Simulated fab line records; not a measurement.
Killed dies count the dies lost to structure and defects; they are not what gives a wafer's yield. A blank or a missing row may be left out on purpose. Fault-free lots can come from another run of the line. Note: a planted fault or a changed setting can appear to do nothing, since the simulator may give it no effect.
Matching of chambers | flow n5 finfet | 4 sister chambers for N5_BEOL_M13_ETCH_59 on rie diel-02
The step etches BARC in N2/H2, target depth 89 nm, overetch 26.7 nm, time 67.9 s. 4 wafers are shown with their chamber, then 9 later ones without.

## EACH WAFER AND ITS CHAMBER
wafer  | chamber | showerhead plenum p Torr (Torr)
L090.4 | 2       | 2.45
L092.1 | 3       | 2.41
L092.2 | 1       | 2.41
L092.5 | 0       | 2.58

## WAFERS WITH NO CHAMBER GIVEN
wafer  | showerhead plenum p Torr (Torr)
L095.1 | 2.44
L095.2 | 2.57
L095.4 | 2.57
L097.4 | 2.44
L097.5 | 2.41
L097.6 | 2.57
L094.1 | 2.57
L094.4 | 2.44
L094.5 | 2.44

## THE CHAMBER EACH PASSED THROUGH
wafer  | from the rows above     | in truth
L095.1 | 2                       | 2
L095.2 | 0                       | 0
L095.4 | 0                       | 0
L097.4 | 2                       | 2
L097.5 | can't be placed: 1 or 3 | 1
L097.6 | 0                       | 0
L094.1 | 0                       | 0
L094.4 | 2                       | 2
L094.5 | 2                       | 2
Placed correctly: 8 of 9. Unplaceable from these rows: 1, with the true chamber sitting among the candidates in 1. Wrongly placed: 0.
How it was worked out, from the rows above alone: a wafer's distance from a chamber is the root of the sum, over the readings, of the square of ((its reading less the chamber's mean) divided by the reading's scatter). If the next closest chamber is less than 2 further off than the closest, the wafer can't be placed; otherwise it belongs to the closest. A chamber's mean is the mean of its shown wafers. The scatter: with one shown wafer a chamber, the root of the mean of the squares of how far each hidden wafer lies from its nearest shown one.
